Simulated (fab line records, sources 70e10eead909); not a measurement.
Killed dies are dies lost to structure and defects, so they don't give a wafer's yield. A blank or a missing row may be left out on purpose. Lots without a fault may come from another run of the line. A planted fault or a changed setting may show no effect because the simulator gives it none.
Tool commonality check | flow nand_harc | 14 lots, 42 wafers sampled

WHY IT WAS OPENED
At NHARC_A_ONON_D2_THK_MEAS_02 the reading thk_nm is flagged on 2 of 14 lots. Wafers without a fault read 1001 nm, standard deviation 7.9.
Rule: a lot is flagged when every wafer of it that has a number lies more than 4 standard deviations from that mean, or none has a number. The other lots count as sound.

lot  | measured     | on            | thk_nm (nm), wafer by wafer | flag
L495 | day 13 08:08 | film_metro-01 | 1015 1011 1011              |
L496 | day 13 08:08 | film_metro-02 | 1011 1013 1010              |
L498 | day 13 22:38 | film_metro-01 | 1003 1003 1003              |
L497 | day 14 01:34 | film_metro-02 | 1005 1005 1006              |
L499 | day 14 10:45 | film_metro-01 | 1004 1007 1005              |
L501 | day 15 17:11 | film_metro-02 | 1008 1006 1006              |
L506 | day 17 04:07 | film_metro-01 | 1004 1002 1004              |
L507 | day 18 02:33 | film_metro-01 | 853 854 852                 | FLAGGED
L509 | day 18 09:41 | film_metro-01 | 856 853 854                 | FLAGGED
L511 | day 19 09:23 | film_metro-02 | 1020 1019 1019              |
L512 | day 20 05:15 | film_metro-01 | 990 991 990                 |
L515 | day 21 06:49 | film_metro-01 | 999 1000 1000               |
L516 | day 21 15:41 | film_metro-02 | 998 998 998                 |
L517 | day 22 00:57 | film_metro-02 | 1005 1006 1003              |
The numbers of the flagged lots are 854 nm on average: -147 nm against the usual, or -19 standard deviations.

WHICH TOOL RAN EACH LOT
The record holds 1 process step before the reading, out of a route of 1302 steps. In each cell: the tool, then ch and the chambers that the sampled wafers went through, then the start.
lot  | flag    | NHARC_A_ONON_D2_DEP_00
L495 |         | pecvd_onon-02 ch 0, day 13 07:38
L496 |         | pecvd_onon-01 ch 0, day 13 07:41
L498 |         | pecvd_onon-01 ch 0, day 13 22:11
L497 |         | pecvd_onon-01 ch 0, day 14 01:04
L499 |         | pecvd_onon-01 ch 0, day 14 10:18
L501 |         | pecvd_onon-01 ch 0, day 15 16:40
L506 |         | pecvd_onon-04 ch 0, day 17 03:37
L507 | FLAGGED | pecvd_onon-01 ch 0, day 18 02:02
L509 | FLAGGED | pecvd_onon-01 ch 0, day 18 09:14
L511 |         | pecvd_onon-04 ch 0, day 19 08:56
L512 |         | pecvd_onon-02 ch 0, day 20 04:55
L515 |         | pecvd_onon-02 ch 0, day 21 06:19
L516 |         | pecvd_onon-01 ch 0, day 21 15:11
L517 |         | pecvd_onon-01 ch 0, day 22 00:30
What these steps do:
- NHARC_A_ONON_D2_DEP_00: target thk 1000 nm.
- NHARC_A_ONON_D2_THK_MEAS_02: measures by ellipsometry.

FLAGGED OVER TOTAL, TOOL BY TOOL (the gauges that took the reading come last)
step                        | tool          | lots run | flagged | share of the flagged lots | sound lots run after its first flagged lot
NHARC_A_ONON_D2_DEP_00      | pecvd_onon-01 | 9        | 2       | all                       | 2 (L516,L517)
NHARC_A_ONON_D2_DEP_00      | pecvd_onon-02 | 3        | 0       | none                      | -
NHARC_A_ONON_D2_DEP_00      | pecvd_onon-04 | 2        | 0       | none                      | -
NHARC_A_ONON_D2_THK_MEAS_02 | film_metro-01 | 8        | 2       | all                       | 2 (L512,L515)
NHARC_A_ONON_D2_THK_MEAS_02 | film_metro-02 | 6        | 0       | none                      | -

WHAT THE TABLE ALLOWS
2 rows of the table ran every flagged lot: pecvd_onon-01 at NHARC_A_ONON_D2_DEP_00, film_metro-01 at NHARC_A_ONON_D2_THK_MEAS_02.
- pecvd_onon-01 at NHARC_A_ONON_D2_DEP_00: 2 of its 9 lots flagged. Sound lots ran on it after the first flagged one (L516, L517), which a lasting fault on the whole tool wouldn't allow.
- film_metro-01 at NHARC_A_ONON_D2_THK_MEAS_02: 2 of its 8 lots flagged. Sound lots ran on it after the first flagged one (L512, L515), which a lasting fault on the whole tool wouldn't allow.
No row of the table ran every flagged lot and no sound lot after the first.

WHAT THE SIMULATOR HAD PUT IN
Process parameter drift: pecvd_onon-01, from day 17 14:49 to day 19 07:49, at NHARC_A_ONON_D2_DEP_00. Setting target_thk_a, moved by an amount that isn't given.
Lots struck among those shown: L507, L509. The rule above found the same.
